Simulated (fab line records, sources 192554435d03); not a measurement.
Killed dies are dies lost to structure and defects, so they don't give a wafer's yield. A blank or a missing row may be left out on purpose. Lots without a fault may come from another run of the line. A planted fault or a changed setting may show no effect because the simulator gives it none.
Split-lot experiment | flow n5_finfet | 7 lots, 21 wafers read, on a route of 1938 steps

THE SPLIT
At N5_HKMG_FIN_ETCH_35 (etches SOC in N2/H2, target depth 215.8 nm, time 243.4 s), the setting source_w was moved away from the recipe's 3000 W on 6 of the 21 wafers read, by -12.0% to +10.4%. The other wafers ran this setting at the recipe's value.

The reading is taken at the split's own step.

THE READING
etch.depth_nm (the simulator's own value, which no gauge read), in nm, at N5_HKMG_FIN_ETCH_35 (etches SOC in N2/H2, target depth 215.8 nm, time 243.4 s). The file gives no usual value for it. The 15 wafers here that ran the recipe average 213.0 nm, standard deviation 2.9 nm.

wafer  | tool, chamber at the split | source_w as run, W | against the recipe | etch.depth_nm, nm | against lot-mates on the recipe
L078.2 | rie_diel-05, 1             | 3000               | recipe             | 209.9             | -
L078.3 | rie_diel-05, 0             | 3000               | recipe             | 211.5             | -
L078.4 | rie_diel-05, 2             | 3000               | recipe             | 212.6             | -
L079.3 | rie_diel-04, 1             | 3312               | +10.4%             | 239.7             | +24.9
L079.4 | rie_diel-04, 3             | 3000               | recipe             | 214.4             | -
L079.6 | rie_diel-04, 3             | 3000               | recipe             | 215.2             | -
L085.2 | rie_diel-01, 2             | 3000               | recipe             | 211               | -
L085.3 | rie_diel-01, 0             | 3000               | recipe             | 213.9             | -
L085.6 | rie_diel-01, 2             | 3000               | recipe             | 209.4             | -
L088.2 | rie_diel-05, 2             | 3287               | +9.6%              | 231.1             | +22.1
L088.3 | rie_diel-05, 0             | 3000               | recipe             | 209               | -
L088.5 | rie_diel-05, 1             | 3287               | +9.6%              | 228.7             | +19.7
L089.1 | rie_diel-04, 2             | 2640               | -12.0%             | 192.5             | -21.0
L089.3 | rie_diel-04, 3             | 3000               | recipe             | 213.5             | -
L089.5 | rie_diel-04, 3             | 2640               | -12.0%             | 192.8             | -20.7
L090.3 | rie_diel-01, 3             | 3000               | recipe             | 216.7             | -
L090.5 | rie_diel-01, 2             | 3000               | recipe             | 214.6             | -
L090.6 | rie_diel-01, 1             | 2844               | -5.2%              | 207.6             | -8.0
L093.2 | rie_diel-04, 3             | 3000               | recipe             | 214               | -
L093.3 | rie_diel-04, 0             | 3000               | recipe             | 209.9             | -
L093.5 | rie_diel-04, 1             | 3000               | recipe             | 219.7             | -

THE FIT
A straight line over all 21 wafers: etch.depth_nm changes by +1.84 nm for each +1% of source_w; r = +0.95; the points scatter about the line by 3.2 nm.
The same after taking each lot's own level away (the mean of its wafers on the recipe; 21 wafers): +1.98 nm for each +1%; r = +0.98; scatter 2.3 nm.
On that fit, the largest move of source_w shifts the reading by 24 nm.
The lots' own levels span 209.00 to 215.65 nm, that is 2.3 times the standard deviation above.
So the lot-to-lot level changes the slope little: the two slopes agree.
Check: with one of the wafers moved furthest among these (-12.0%) left out of the fit, the line predicts -23.8 nm for it against its lot-mates. It came out at -21 nm against them.

OTHER SPLITS ON THESE WAFERS
These wafers also went through other splits before the reading. Each is held against what the fit with the lots' levels taken away leaves over:
other split on the same wafers | wafers away from the commonest value | r with etch.depth_nm (lot level and that fit taken away)
N5_SD_EPI_P_EPI_21 temp_c      | 6                                    | -0.06
N5_SDB_STRIP_22 power_w        | 7                                    | -0.22
N5_HKMG_FIN_PEB_10 peb_time_s  | 5                                    | -0.11

THE WHOLE CHAIN: every reading that the file lists as answering this split, in the file's order
step                | what it does                                             | reading                                                                         | change (the file's fit)              | r (the file's)
N5_HKMG_FIN_ETCH_35 | etches SOC in N2/H2, target depth 215.8 nm, time 243.4 s | HKMG_FIN.feature_depth_nm (the simulator's own value, which no gauge read)      | +2.03 nm for each +1% of the setting | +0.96
N5_HKMG_FIN_ETCH_35 | etches SOC in N2/H2, target depth 215.8 nm, time 243.4 s | SOC_of_HKMG_FIN_COAT_29.thk_nm (the simulator's own value, which no gauge read) | -2.03 nm for each +1% of the setting | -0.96
N5_HKMG_FIN_ETCH_35 | etches SOC in N2/H2, target depth 215.8 nm, time 243.4 s | etch.depth_nm (the simulator's own value, which no gauge read)                  | +2.03 nm for each +1% of the setting | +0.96

THE FILE'S OWN FIT
etch.depth_nm changes by +2.03 nm for each +1% of source_w, r = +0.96.
